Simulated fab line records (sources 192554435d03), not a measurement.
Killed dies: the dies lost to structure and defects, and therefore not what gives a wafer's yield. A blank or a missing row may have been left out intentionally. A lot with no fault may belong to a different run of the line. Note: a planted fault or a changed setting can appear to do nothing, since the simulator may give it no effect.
fab line records | flow n5-finfet
record: lots: 8 wafers: 24 last-day: 19
route steps=1938 shown BEOL_M4@1031 PASSIVATION@1911
lots untouched by any fault: they come from a run of this same line in which no faults occurred
start-h: the number of hours between the record's first day and the start of the first shown wafer of the lot | wait-h: how many hours have passed since the lot's step before this one | " the same as in the row above | L1.1+2: several wafers, shown together as one row | - no value, or no start was given | * or withheld: withheld | < > ~ a bound
route shown NAME@n: NAME is a module with steps in the file, n the number in the route of the first one | usual: the fault-free wafers' mean and standard deviation | same: alike in all rows | chamber/n: place in a boat | sites: readings site by site | _std_site: how widely they spread, as a standard deviation | _edge_site: inner sites' mean taken away from outer sites' mean | radius-mm: for every site, how far away it sits from the centre of the wafer | mask NAME#n: copy n | behind: tool/chamber where the wafer was last shaped | hold: reason for holding the lot/hours on hold/outcome of the hold | device: transistor that didn't switch, given as n, p or np | end of line: the route-end tests of the same wafers | where a step has no rows: the recipe by itself | killed: dies that structure and defects cost at the first sort, which is not the same as the wafer's yield | map: dies across one wafer; x = killed, . = not, _ = none there
set.NAME: the setting the step ran with; set.NAME@STEP: the setting that earlier step ran with | model.NAME: the simulator's own value behind a step, which no gauge read
route steps across a sampled set of lots; one table per step, one row per wafer
services: from which hour (start-h, from the record's first day; less than 0 if before it) a tool's chamber was out of use, for how many hours, and why
== steps ==
step: N5_BEOL_M4_EXPOSE_08
recipe: mask-id: M4 na: 0.33 source-shape: dipole sigma-inner: 0.369 sigma-outer: 0.767 polarization: unpolarized dose-mj: 41.25
usual: stage-msd-nm: 0.849/0.018
columns lot.wafer tool chamber start-h wait-h mask stage-msd-nm
L176.2 euv-scanner-01 0 185.64 - M4#0 0.890
L176.3 " 0 " " M4#0 0.891
L176.5 " 0 " " M4#0 0.894
L178.2 euv-scanner-02 0 189.74 - M4#0 0.847
L178.3 " 0 " " M4#0 0.851
L178.5 " 0 " " M4#0 0.849
L179.4 euv-scanner-01 0 196.18 - M4#0 0.885
L179.5 " 0 " " M4#0 0.882
L179.6 " 0 " " M4#0 0.884
L180.1 euv-scanner-01 0 206.76 - M4#0 0.871
L180.2 " 0 " " M4#0 0.874
L180.6 " 0 " " M4#0 0.873
L183.2 euv-scanner-01 0 214.16 - M4#0 0.866
L183.5 " 0 " " M4#0 0.862
L183.6 " 0 " " M4#0 0.863
L182.3 euv-scanner-02 0 214.33 - M4#0 0.847
L182.4 " 0 " " M4#0 0.848
L182.6 " 0 " " M4#0 0.847
L189.2 euv-scanner-01 0 258.38 - M4#0 0.842
L189.5 " 0 " " M4#0 0.846
L189.6 " 0 " " M4#0 0.841
L192.2 euv-scanner-02 0 308.24 - M4#0 0.851
L192.4 " 0 " " M4#0 0.851
L192.6 " 0 " " M4#0 0.851
step: N5_BEOL_M4_RC_MEAS_101
usual: DIBL_N: 36.3/1.2 DIBL_P: 36.3/1.4 IOFF_N: 0.160/0.02 IOFF_P: 0.210/0.025 ION_N: 675/9.5 ION_P: 462/7 SS_N: 71.5/0.53 SS_P: 73.4/0.55 VT_N: 249.5/2.6 VT_P: -250.1/2.9
columns lot.wafer tool chamber start-h wait-h DIBL_N[mV/V] DIBL_P[mV/V] IOFF_N[nA/um] IOFF_P[nA/um] ION_N[uA/um] ION_P[uA/um] SS_N[mV/dec] SS_P[mV/dec] VT_N[mV] VT_P[mV]
L176.2 prober-01 0 195.54 0.2 36.1 36.3 0.164 0.226 678 466 71.2 72.9 249.9 -248.1
L176.3 " 0 " " 35.3 35.3 0.164 0.217 682 462 71.3 73.2 249.6 -246.8
L176.5 " 0 " " 34.3 34.0 0.140 0.194 667 458 70.9 73.2 252.4 -250.2
L178.2 prober-02 0 210.61 0.2 36.3 34.9 0.153 0.215 677 470 71.7 73.4 250.1 -252.6
L178.3 " 0 " " 34.5 32.6 0.122 0.183 668 466 70.6 73.0 249.7 -251.5
L178.5 " 0 " " 35.9 34.7 0.137 0.208 664 461 70.9 74.0 249.9 -249.6
L179.4 prober-01 0 210.98 0.5 35.4 37.2 0.147 0.184 676 449 71.5 72.9 252.4 -253.0
L179.5 " 0 " " 35.3 36.7 0.145 0.182 670 456 71.5 73.2 252.5 -253.3
L179.6 " 0 " " 35.5 36.8 0.142 0.176 670 454 72.1 73.9 255.6 -251.6
L180.1 prober-01 0 216.87 0.0 37.5 36.8 0.145 0.188 653 450 71.6 73.6 254.1 -254.0
L180.2 " 0 " " 37.3 36.6 0.143 0.180 662 453 71.6 73.6 252.0 -252.6
L180.6 " 0 " " 39.3 38.2 0.168 0.201 665 455 72.5 73.5 250.0 -252.0
L183.2 prober-02 0 220.98 0.2 35.0 36.0 0.131 0.170 653 447 71.3 72.8 253.0 -252.7
L183.5 " 0 " " 36.5 37.3 0.165 0.196 668 458 72.1 74.0 248.6 -252.3
L183.6 " 0 " " 34.5 36.1 0.131 0.177 650 446 71.4 74.1 252.1 -253.2
L182.3 prober-01 0 221.34 0.3 37.9 36.3 0.179 0.211 692 467 71.9 73.8 249.8 -250.3
L182.4 " 0 " " 37.2 37.1 0.172 0.231 684 469 71.8 73.4 250.0 -247.6
L182.6 " 0 " " 36.4 35.5 0.152 0.203 677 462 72.2 73.8 251.3 -250.0
L189.2 prober-01 0 290.49 0.2 37.2 37.4 0.169 0.239 684 459 72.5 73.6 247.4 -250.6
L189.5 " 0 " " 37.8 37.3 0.180 0.244 679 466 72.3 73.9 245.2 -247.5
L189.6 " 0 " " 37.4 37.1 0.168 0.236 679 470 71.8 72.7 250.2 -246.4
L192.2 prober-01 0 329.33 0.2 37.6 37.1 0.161 0.217 668 463 72.0 73.6 248.7 -250.7
L192.4 " 0 " " 37.5 38.0 0.166 0.232 672 459 72.5 74.2 250.3 -246.4
L192.6 " 0 " " 35.9 35.6 0.140 0.205 672 463 71.4 73.5 249.4 -251.9
step: N5_PASSIVATION_STRIP_34
recipe: chemistry: O2 power-w: 600 temp-c: 60 pressure-mtorr: 30 rf-frequency-hz: 6e+07 bias-power-w: 0 overash-fraction: 2 o2-flow-sccm: 225
usual: drypump-motor-current-A: 5.48/0.21 oes-product-au: 0.77/0.082 rf-vpp-V: 3.6/1.6 showerhead-plenum-p-Torr: 2.08/0.077 throttle-valve-pct: 16.70/0.25
columns lot.wafer tool chamber start-h wait-h drypump-motor-current-A oes-product-au rf-hours-counter-h rf-vpp-V showerhead-plenum-p-Torr throttle-valve-pct
L176.2 rie-diel-05 3 310.18 0.2 5.61 0.86 78 7.4 2.13 16.59
L176.3 " 2 " " 5.89 0.68 243 4.0 2.07 16.65
L176.5 " 3 " " 5.57 0.86 - 1.8 2.13 16.62
L179.4 rie-diel-06 2 327.06 0.1 5.31 0.69 235 3.3 2.07 16.55
L179.5 " 0 " " 5.54 0.71 - 4.3 1.98 16.96
L179.6 " 3 " " 5.27 0.74 - 3.0 2.09 16.90
L180.1 rie-diel-03 3 328.80 0.1 5.30 0.81 98 6.4 2.12 16.99
L180.2 " 2 " " 5.59 0.70 198 4.9 1.90 16.82
L180.6 " 2 " " 5.61 0.71 - 3.2 1.90 16.76
L178.2 rie-diel-05 0 335.41 0.1 5.11 0.71 210 3.8 2.16 17.05
L178.3 " 1 " " 5.56 0.85 51 3.3 2.14 16.60
L178.5 " 2 " " 5.90 0.67 - 5.9 2.07 16.68
L183.2 rie-diel-03 1 336.14 0.1 5.43 0.81 94 3.2 2.11 16.30
L183.5 " 2 " " 5.59 0.71 - 2.3 1.90 16.76
L183.6 " 3 " " 5.34 0.79 - 7.2 2.12 17.00
L182.3 rie-diel-05 3 342.45 0.1 5.61 0.82 - 1.3 2.12 16.58
L182.4 " 0 " " 5.11 0.73 - 1.5 2.16 17.09
L182.6 " 3 " " 5.59 0.84 - 1.8 2.12 16.57
L189.2 rie-diel-03 0 389.83 0.1 5.46 0.66 224 7.0 2.08 16.83
L189.5 " 3 " " 5.29 0.78 - 5.0 2.11 17.03
L189.6 " 0 " " 5.46 0.68 - 5.5 2.08 16.81
L192.2 rie-diel-03 3 446.97 0.1 5.30 0.77 133 4.7 2.11 16.98
L192.4 " 1 " " 5.45 0.78 124 1.2 2.10 16.40
L192.6 " 0 " " 5.43 0.68 - 1.9 2.07 16.87
step: N5_PASSIVATION_PASS_ETCH_47
recipe: chemistry: CF4/O2 target: SiNx target-depth-a: 7700 time-s: 385 ion-energy-ev: 100 pressure-mtorr: 40 source-w: 535 bias-w: 49 Ar_flow_sccm: 100 cf4-flow-sccm: 100 O2_flow_sccm: 10
usual: drypump-motor-current-A: 5.50/0.21 mfc-ar-sccm: 100.01/0.3 oes_f_703_au: 0.76/0.074 oes-product-au: 0.76/0.076 rf-vpp-V: 241.3/2.2 showerhead-plenum-p-Torr: 2.18/0.076 throttle-valve-pct: 15.91/0.26
columns lot.wafer tool chamber start-h wait-h drypump-motor-current-A mfc-ar-sccm oes_f_703_au oes-product-au rf-hours-counter-h rf-vpp-V showerhead-plenum-p-Torr throttle-valve-pct
L176.2 rie-diel-03 3 312.31 0.0 5.29 100.60 0.80 0.81 89 241.9 2.22 16.12
L176.3 " 2 " " 5.61 100.21 0.71 0.72 189 237.8 2.03 16.02
L176.5 " 2 " " 5.60 100.40 0.71 0.71 - 237.7 2.03 16.02
L179.4 rie-diel-06 1 328.35 0.0 5.87 99.79 0.74 0.75 143 240.7 2.22 15.58
L179.5 " 0 " " 5.55 99.95 0.70 0.70 - 242.0 2.09 16.15
L179.6 " 1 " " 5.85 99.86 0.75 0.74 - 240.6 2.22 15.60
L180.1 rie-diel-03 2 329.98 0.0 5.60 100.24 0.70 0.71 198 238.1 2.02 16.04
L180.2 " 3 " " 5.31 99.98 0.79 0.80 99 241.6 2.22 16.14
L180.6 " 2 " " 5.61 100.14 0.70 0.71 - 237.5 2.02 16.04
L178.2 rie-diel-06 3 336.99 0.0 5.35 99.81 0.75 0.75 180 241.8 2.20 16.05
L178.3 " 0 " " 5.51 99.69 0.69 0.70 243 238.1 2.09 16.18
L178.5 " 3 " " 5.33 100.23 0.75 0.74 - 241.5 2.20 16.05
L183.2 rie-diel-05 0 337.45 0.0 5.11 99.56 0.71 0.71 211 238.5 2.27 16.28
L183.5 " 2 " " 5.91 99.47 0.67 0.69 - 243.0 2.17 15.89
L183.6 " 1 " " 5.54 100.08 0.86 0.86 - 243.0 2.24 15.80
L182.3 rie-diel-03 1 344.07 0.0 5.45 100.12 0.80 0.82 97 243.7 2.22 15.54
L182.4 " 0 " " 5.45 100.23 0.70 0.70 212 241.1 2.19 15.99
L182.6 " 1 " " 5.47 99.91 0.81 0.81 - 244.8 2.22 15.54
L189.2 rie-diel-05 3 391.46 0.0 5.59 100.16 0.81 0.81 109 238.8 2.23 15.85
L189.5 " 0 " " 5.12 100.06 0.70 0.69 - 239.8 2.26 16.33
L189.6 " 3 " " 5.58 100.34 0.81 0.81 - 240.0 2.22 15.85
L192.2 rie-diel-03 3 448.15 0.0 5.31 99.95 0.75 0.76 134 241.2 2.21 16.20
L192.4 " 1 " " 5.43 100.20 0.79 0.79 124 241.6 2.21 15.60
L192.6 " 1 " " 5.44 100.09 0.79 0.79 - 243.8 2.21 15.59
step: N5_PASSIVATION_STRIP_48
recipe: chemistry: O2 power-w: 600 temp-c: 60 pressure-mtorr: 30 rf-frequency-hz: 6e+07 bias-power-w: 0 overash-fraction: 0.5 o2-flow-sccm: 225
usual: drypump-motor-current-A: 5.49/0.22 oes-product-au: 0.76/0.082 rf-vpp-V: 3.4/2.2 showerhead-plenum-p-Torr: 2.07/0.08 throttle-valve-pct: 16.69/0.27
columns lot.wafer tool chamber start-h wait-h drypump-motor-current-A oes-product-au rf-hours-counter-h rf-vpp-V showerhead-plenum-p-Torr throttle-valve-pct
L176.2 rie-diel-03 3 312.83 0.1 5.27 0.82 89 1.7 2.12 16.89
L176.3 " 2 " " 5.61 0.72 189 3.1 1.90 16.74
L176.5 " 2 " " 5.61 0.72 - 2.0 1.90 16.78
L179.4 rie-diel-06 1 328.87 0.1 5.89 0.73 143 3.4 2.10 16.28
L179.5 " 0 " " 5.51 0.71 - 4.3 1.98 17.01
L179.6 " 1 " " 5.86 0.73 - 2.4 2.09 16.34
L180.1 rie-diel-03 2 330.50 0.1 5.61 0.67 199 6.6 1.90 16.76
L180.2 " 3 " " 5.29 0.82 99 4.2 2.12 16.97
L180.6 " 2 " " 5.60 0.71 - 7.3 1.90 16.77
L178.2 rie-diel-06 3 337.51 0.1 5.31 0.74 181 0.3 2.09 16.87
L178.3 " 0 " " 5.48 0.69 243 6.2 1.98 16.93
L178.5 " 3 " " 5.33 0.73 - 2.4 2.09 16.94
L183.2 rie-diel-05 0 337.97 0.1 5.12 0.73 211 5.6 2.16 16.99
L183.5 " 2 " " 5.90 0.67 - 0.9 2.06 16.70
L183.6 " 1 " " 5.54 0.86 - 3.1 2.13 16.62
L182.3 rie-diel-03 1 344.58 0.1 5.38 0.84 97 5.8 2.11 16.38
L182.4 " 0 " " 5.45 0.67 213 2.4 2.08 16.85
L182.6 " 1 " " 5.43 0.83 - 3.7 2.11 16.34
L189.2 rie-diel-05 3 391.97 0.1 5.61 0.80 110 1.7 2.12 16.70
L189.5 " 0 " " 5.10 0.69 - 4.4 2.16 17.20
L189.6 " 3 " " 5.62 0.80 - 7.3 2.12 16.65
L192.2 rie-diel-03 3 448.66 0.1 5.31 0.74 134 3.1 2.11 16.99
L192.4 " 1 " " 5.41 0.80 124 6.1 2.10 16.40
L192.6 " 1 " " 5.46 0.80 - 3.2 2.10 16.41
step: N5_PASSIVATION_PROBE_49
usual: defect-limited-yield: 90.9/1.3 killed_at_M0_to_M3: 36/11 killed_at_M4_up: 13/5.1 killed-at-contacts: 14/4.9 killed-at-front-end: 41/10 killed-at-other: 3.4/2.6 killed-dies: 107/16 killed-open: 70/11 killed-short: 36/7.8 sort_bin_5_function: 5.4/0.84 sort_bin_6_memory: 3.4/0.67 sort-n-pass: 1073/16 sort-yield-pct: 90.9/1.3
same: gross-dies: 1180 killed-at-back-side: 0 sort_bin_4_leakage[%]: 0 sort_bin_8_speed[%]: 0
columns lot.wafer tool chamber start-h wait-h defect-limited-yield[%] killed_at_M0_to_M3 killed_at_M4_up killed-at-contacts killed-at-front-end killed-at-other killed-dies killed-open killed-short sort_bin_5_function[%] sort_bin_6_memory[%] sort-n-pass sort-yield-pct[%]
L179.4 prober-02 - 331.51 0.2 92.5 22 6 6 50 5 89 60 28 4.3 3.1 1091 92.5
L179.5 prober-02 - 331.56 0.2 90.3 34 12 15 52 2 115 77 36 5.4 3.9 1065 90.3
L179.6 prober-02 - 331.61 0.3 93.5 20 9 7 39 2 77 50 25 4.6 1.7 1103 93.5
L180.1 prober-01 - 333.03 0.0 91.0 34 17 8 46 1 106 73 32 5.0 3.6 1074 91.0
L180.2 prober-01 - 333.08 0.1 92.2 30 8 23 30 1 92 65 26 4.7 2.9 1088 92.2
L180.6 prober-01 - 333.28 0.3 88.5 37 9 21 65 4 136 85 50 6.9 4.1 1044 88.5
L178.2 prober-02 - 340.09 0.1 93.1 17 19 9 31 6 82 58 24 4.4 2.2 1098 93.1
L178.3 prober-02 - 340.14 0.1 92.9 23 17 13 26 5 84 54 29 5.1 1.9 1096 92.9
L178.5 prober-02 - 340.24 0.2 90.3 46 11 13 37 8 115 82 33 6.1 3.5 1065 90.3
L189.2 prober-01 - 395.95 0.1 87.7 38 53 9 40 5 145 73 40 7.6 4.2 1035 87.7
L189.5 prober-01 - 396.10 0.2 89.6 46 18 18 34 7 123 78 44 5.9 4.1 1057 89.6
L189.6 prober-01 - 396.15 0.3 86.0 42 58 8 53 4 165 68 51 8.6 4.7 1015 86.0
killed by level:class
L179.4 STI_FIN_REVEAL:geometric-particle:open=10 DUMMY_GATE:geometric-particle:open=9 GATE_CUT:geometric-particle:short=7 GATE_CUT:geometric-particle:open=7 BEOL_M2:geometric-particle:open=7 MOL_CONTACT_COAG:geometric-particle:open=6 BEOL_M0_SAQP:geometric-particle:short=5 STARTING-WAFER:geometric-particle:open=5
L179.5 MOL_CONTACT_COAG:geometric-particle:open=12 GATE_CUT:geometric-particle:open=11 BEOL_M3:geometric-particle:open=9 BEOL_M0_SAQP:geometric-particle:short=8 BEOL_M0_SAQP:geometric-particle:open=8 FIN_SAQP:geometric-particle:open=7 STI_FIN_REVEAL:geometric-particle:open=7 FIN_SAQP:geometric-particle:short=4
L179.6 FIN_SAQP:geometric-particle:open=8 DUMMY_GATE:geometric-particle:open=8 BEOL_M2:geometric-particle:open=8 BEOL_M3:geometric-particle:open=6 GATE_CUT:geometric-particle:short=5 MOL_CONTACT_COAG:geometric-particle:open=4 FIN_SAQP:geometric-particle:short=3 STI_FIN_REVEAL:geometric-particle:open=3
L180.1 STI_FIN_REVEAL:geometric-particle:open=14 BEOL_M4:geometric-particle:open=9 DUMMY_GATE:geometric-particle:open=7 BEOL_M2:geometric-particle:open=7 MOL_CONTACT_COAG:geometric-particle:open=6 FIN_SAQP:geometric-particle:open=5 BEOL_M0_SAQP:geometric-particle:short=5 ILD0:geometric-particle:open=4
L180.2 MOL_CONTACT_COAG:geometric-particle:open=18 FIN_SAQP:geometric-particle:open=8 BEOL_M0_SAQP:geometric-particle:short=7 BEOL_M3:geometric-particle:open=7 BEOL_M4:geometric-particle:open=6 GATE_CUT:geometric-particle:open=5 MOL_CONTACT_COAG:geometric-particle:short=5 BEOL_M0_SAQP:geometric-particle:open=5
L180.6 STI_FIN_REVEAL:geometric-particle:open=22 MOL_CONTACT_COAG:geometric-particle:open=14 FIN_SAQP:geometric-particle:open=13 BEOL_M0_SAQP:geometric-particle:short=9 BEOL_M0_SAQP:geometric-particle:open=8 FIN_SAQP:geometric-particle:short=7 MOL_CONTACT_COAG:geometric-particle:short=7 GATE_CUT:geometric-particle:open=5
L178.2 STI_FIN_REVEAL:geometric-particle:open=8 BEOL_M4:geometric-particle:open=8 MOL_CONTACT_COAG:geometric-particle:open=7 BEOL_M0_SAQP:geometric-particle:short=6 DUMMY_GATE:geometric-particle:open=6 BEOL_M0_SAQP:geometric-particle:open=6 FIN_SAQP:geometric-particle:open=5 BEOL_M5:geometric-particle:open=4
L178.3 MOL_CONTACT_COAG:geometric-particle:open=9 BEOL_M6:geometric-particle:open=6 FIN_SAQP:geometric-particle:open=4 MOL_CONTACT_COAG:geometric-particle:short=4 BEOL_M0_SAQP:geometric-particle:short=4 BEOL_M0:geometric-particle:open=4 BEOL_M2:geometric-particle:open=4 BEOL_M4:geometric-particle:open=4
L178.5 BEOL_M0_SAQP:geometric-particle:open=17 BEOL_M0_SAQP:geometric-particle:short=15 MOL_CONTACT_COAG:geometric-particle:open=10 STI_FIN_REVEAL:geometric-particle:open=9 DUMMY_GATE:geometric-particle:open=8 GATE_CUT:geometric-particle:open=4 BEOL_M1:geometric-particle:open=4 BEOL_M3:geometric-particle:open=4
L189.2 BEOL_M4:area-expose=31 FIN_SAQP:geometric-particle:open=14 BEOL_M0_SAQP:geometric-particle:open=11 BEOL_M4:geometric-particle:open=11 FIN_SAQP:geometric-particle:short=9 BEOL_M0_SAQP:geometric-particle:short=8 BEOL_M3:geometric-particle:open=8 MOL_CONTACT_COAG:geometric-particle:open=6
L189.5 BEOL_M0_SAQP:geometric-particle:open=16 MOL_CONTACT_COAG:geometric-particle:open=13 FIN_SAQP:geometric-particle:short=11 FIN_SAQP:geometric-particle:open=9 BEOL_M0_SAQP:geometric-particle:short=9 BEOL_M3:geometric-particle:open=9 BEOL_M4:geometric-particle:open=7 MOL_CONTACT_COAG:geometric-particle:short=5
L189.6 BEOL_M4:area-expose=45 FIN_SAQP:geometric-particle:short=14 BEOL_M0_SAQP:geometric-particle:open=13 BEOL_M0_SAQP:geometric-particle:short=9 DUMMY_GATE:geometric-particle:open=7 GATE_CUT:geometric-particle:short=7 MOL_CONTACT_COAG:geometric-particle:open=7 FIN_SAQP:geometric-particle:open=6
== services ==
columns tool chamber start-h hours kind
euv-scanner-01 - 172.80 4.6 pm
euv-scanner-01 - 178.13 0.7 repair
euv-scanner-01 - 191.24 1.0 pm
rie-diel-05 2 191.71 1.3 repair
euv-scanner-01 - 261.42 1.0 pm
rie-diel-06 2 285.04 20.5 repair
rie-diel-03 1 290.99 9.8 repair
rie-diel-05 0 297.70 19.9 repair
euv-scanner-01 - 298.73 5.8 pm
rie-diel-06 0 300.01 1.3 repair
rie-diel-06 3 303.75 16.3 repair
euv-scanner-01 - 305.22 1.0 pm
rie-diel-06 2 311.68 4.3 repair
rie-diel-06 - 315.30 0.9 repair
euv-scanner-01 - 328.34 0.6 repair
rie-diel-05 1 340.08 4.4 repair
rie-diel-05 2 342.03 3.2 repair
euv-scanner-01 - 345.40 4.6 pm
euv-scanner-01 - 357.72 5.0 repair
rie-diel-03 1 369.64 16.3 repair
rie-diel-05 1 387.25 21.5 repair
rie-diel-06 3 398.74 2.8 repair
euv-scanner-01 - 415.84 1.0 pm
rie-diel-03 3 417.16 6.7 repair
== key ==
first-sign: step: N5_PASSIVATION_PROBE_49 reading: killed_at_M4_up direction: up sigmas: 8.3 usual: 13 struck: 56
effect: step: N5_PASSIVATION_PROBE_49 reading: sort-yield-pct direction: down sigmas: 3 usual: 90.9 struck: 86.9
more-kills-born-at: N5_BEOL_M4_EXPOSE_08@euv-scanner-01: 76
met-at N5_BEOL_M4_EXPOSE_08
struck-lots L189
struck-wafers L189.2,L189.6
not-acting-at N5_PASSIVATION_STRIP_34,N5_PASSIVATION_PASS_ETCH_47,N5_PASSIVATION_STRIP_48
onset-between 214.16 258.38
fault: kind: process-parameter-drift tool: euv-scanner-01 chamber: - onset-h: 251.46 steps: N5_BEOL_M4_EXPOSE_08 channel: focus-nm offset: 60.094 shape: step end-h: 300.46 scope: struck-wafers-only
